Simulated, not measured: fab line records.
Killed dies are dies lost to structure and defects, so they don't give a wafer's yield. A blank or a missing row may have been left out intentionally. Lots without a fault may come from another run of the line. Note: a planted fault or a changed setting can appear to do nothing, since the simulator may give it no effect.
A struck lot beside a sound one :: flow n5 finfet :: 37 steps out of a route of 1938
Sound: wafers L242.2, L242.4, L242.6. Struck: wafer L232.3. (L232.1, L232.4 of the same lot were not struck and are left out.) The cause comes at the end.
Per side, at each step with rows, come the tool, then ch with its chambers, and then its first start. Under that, the readings that differ: sound wafers :: struck wafers :: difference of the means :: sigmas: that difference in standard deviations of wafers without a fault.
alike: a reading whose means differ by less than 2 such deviations, as well as words and numbers matching on both sides. not compared: withheld readings; readings where some wafer has no value; bounds like >300 that might hide an equal value; numbers whose values overlap and for which the record gives no deviation.
Wherever a step has rows on one side only, a row that says differs or no value, or a row with sigmas, the two part there. Non-overlapping numbers with no deviation appear without sigmas and do not part them. A reading missing from all wafers of one side parts the sides only when that side holds two or more wafers.

first, 9 steps without rows for these wafers: N5_PMOS_HMC_CHANNEL_EPI_EXPOSE_06 (exposes mask PMOS HMC BLK, target cd 240 nm); N5_PMOS_HMC_CHANNEL_EPI_PEB_07 (peb time 60 s); N5_PMOS_HMC_CHANNEL_EPI_DEVELOP_08 (develop time 30 s); N5_PMOS_HMC_CHANNEL_EPI_DESCUM_14 (chemistry O2, time 7.9 s); N5_PMOS_HMC_CHANNEL_EPI_ETCH_32 (etches BARC in N2/H2, stops on SiO2, target depth 85.8 nm, time 50.3 s); N5_PMOS_HMC_CHANNEL_EPI_HM_OPEN_15 (chemistry CHF3/O2, target SiO2, target depth 40.6 nm, time 20.3 s); N5_PMOS_HMC_CHANNEL_EPI_STRIP_33 (strips in N2/H2); N5_PMOS_HMC_CHANNEL_EPI_STRIP_17 (strips in SPM, time 750 s); N5_PMOS_HMC_CHANNEL_EPI_ETCH_38 (etches SiO2 in CF4, target depth 1.5 nm).
N5_PMOS_HMC_CHANNEL_EPI_FIN_RECESS_16: chemistry HBr/Cl2, target Si, target depth 54 nm, time 18 s.
  sound on rie si-05 ch 0,1,3, day 6 12:36; struck on rie si-01 ch 2, day 4 00:09
reading: oes product au (a.u.)
sound: 1.001 0.993 1.023
struck: 0.778
difference: -0.228
sigmas: -13

reading: model.etch.depth nm (nm)
sound: 54.1 52.89 54.2
struck: 32.76
difference: -20.97
sigmas: 

reading: model.PMOS_HMC_CHANNEL_EPI.feature depth nm (nm)
sound: 54.1 52.89 54.2
struck: 32.76
difference: -20.97
sigmas: 

reading: model.SiO2_of_PMOS_HMC_CHANNEL_EPI_HM_DEP_34.thk nm (nm)
sound: 30.71 31.36 31.09
struck: 32.37
difference: +1.32
sigmas: 
  alike: drypump motor current A, rf fwd power W, throttle valve pct
  not compared: rf hours counter h
then, 1 step without rows for these wafers: N5_PMOS_HMC_CHANNEL_EPI_PRECLEAN_36 (cleans in O3/DIW, time 45 s).
N5_PMOS_HMC_CHANNEL_EPI_PRECLEAN_18: cleans in DHF, time 30 s.
  sound on wet bench-03 ch 0,6,7, day 6 12:43; struck on wet bench-01 ch 2, day 4 00:16
reading: model.SiO2_of_PMOS_HMC_CHANNEL_EPI_HM_DEP_34.thk nm (nm)
sound: 25.14 25.79 25.48
struck: 26.89
difference: +1.42
sigmas: 
then, 5 steps without rows for these wafers: N5_PMOS_HMC_CHANNEL_EPI_SRD_19 (time 30 s); N5_PMOS_HMC_CHANNEL_EPI_EPI_20 (deposits SiGe30, target thk 59 nm); N5_PMOS_HMC_CHANNEL_EPI_HM_STRIP_35 (strips SiO2 in dHF, material SiO2, target depth 39.6 nm, time 216 s); N5_PMOS_HMC_CHANNEL_EPI_SRD_39 (time 30 s); N5_PMOS_HMC_CHANNEL_EPI_CMP_21 (polishes SiGe30, target thk 54 nm).
N5_PMOS_HMC_CHANNEL_EPI_THK_MEAS_22:
  sound on film metro-02 at day 6 14:25; struck on film metro-02 at day 4 01:58
reading: HMC_CMP_THK (nm)
sound: 54.1 53.0 54.2
struck: 32.9
difference: -20.9
sigmas: -23
then, 17 steps without rows for these wafers: N5_PMOS_HMC_CHANNEL_EPI_PRECLEAN_40 (cleans in DHF, time 30 s); N5_PMOS_HMC_CHANNEL_EPI_PRECLEAN_37 (cleans in O3/DIW, time 45 s); N5_PMOS_HMC_CHANNEL_EPI_PRECLEAN_24 (cleans in DHF, time 30 s); N5_PMOS_HMC_CHANNEL_EPI_SRD_25 (time 30 s); N5_PMOS_HMC_CHANNEL_EPI_EPI_26 (deposits Si from SiH4/H2, target thk 3.8 nm, time 22.7 s); N5_FIN_SAQP_PRECLEAN_42 (cleans in O3/DIW, time 60 s); N5_FIN_SAQP_PRECLEAN_00 (cleans in SC1, time 60 s); N5_FIN_SAQP_PRECLEAN_44 (cleans in SC2, time 45 s); N5_FIN_SAQP_SRD_01 (time 30 s); N5_FIN_SAQP_ALD_61 (deposits SiO2, target thk 4 nm, pulse time 1 s, purge time 2 s); N5_FIN_SAQP_DENSIFY_62 (time 60 s); N5_FIN_SAQP_HM_DEP_03 (deposits SiNx from SiH4/NH3/N2, target thk 38 nm, time 33.6 s); N5_FIN_SAQP_PECVD_47 (deposits a-Si from SiH4/He, target thk 45 nm, time 36.3 s); N5_FIN_SAQP_PECVD_48 (deposits SiNx from SiH4/NH3/N2, target thk 25 nm, time 22.1 s); N5_FIN_SAQP_PECVD_06 (deposits a-Si from SiH4/He, target thk 60 nm, time 48.1 s); N5_FIN_SAQP_HM_DEP_72 (deposits SiO2 from SiH4/N2O, target thk 12 nm, time 7.2 s); N5_FIN_SAQP_COAT_49 (time 60 s, resist thk 100 nm).
-- record jumps: 6 days separate the struck wafers' starts on either side; left off in module FIN_SAQP, taken up again in module BEOL_M4, whose first shown step is the route's number 1111 --
N5_BEOL_M4_RC_MEAS_101:
  sound on prober-01 ch 0, day 13 10:06; struck on prober-02 ch 0, day 10 04:01
reading: CJ_P
sound: 5.79 6.00 5.62
struck: 6.52
difference: +0.72
sigmas: +4

reading: DIBL_N (mV/V)
sound: 34.5 36.1 33.9
struck: 38.6
difference: +3.8
sigmas: +2

reading: DIBL_P (mV/V)
sound: 32.2 35.1 32.0
struck: 37.4
difference: +4.3
sigmas: +2

reading: IOFF_N (nA/um)
sound: 0.118 0.159 0.126
struck: 0.207
difference: +0.073
sigmas: +3

reading: ION_P (uA/um)
sound: 451 458 461
struck: 361
difference: -96
sigmas: -11

reading: SS_P (mV/dec)
sound: 71.8 72.5 71.9
struck: 73.6
difference: +1.5
sigmas: +2

reading: VT_P_LONG (mV)
sound: -275.2 -276.3 -275.4
struck: -286.0
difference: -10.4
sigmas: -4

reading: VT_P_LVT (mV)
sound: -99.7 -97.2 -99.3
struck: -106.9
difference: -8.2
sigmas: -3
  alike: IOFF_P, ION_N, SS_N, VT_N, VT_P
-- the record jumps here: 5 days lie between the struck wafers' starts before and after (it left off in module BEOL_M4 and takes up again in module PASSIVATION, whose first step shown is number 1936 of the route) --
N5_PASSIVATION_PROBE_49:
  rows exist in the record for the struck wafers here (prober-02, day 14 21:04), but not for the sound ones

## WHERE THEY PART
Last at N5_PASSIVATION_PROBE_49 as far as this record goes, first at N5_PMOS_HMC_CHANNEL_EPI_FIN_RECESS_16.

WHY: what had been put in by the simulator
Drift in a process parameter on rie si-01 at N5_PMOS_HMC_CHANNEL_EPI_FIN_RECESS_16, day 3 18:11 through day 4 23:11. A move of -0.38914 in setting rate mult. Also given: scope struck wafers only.
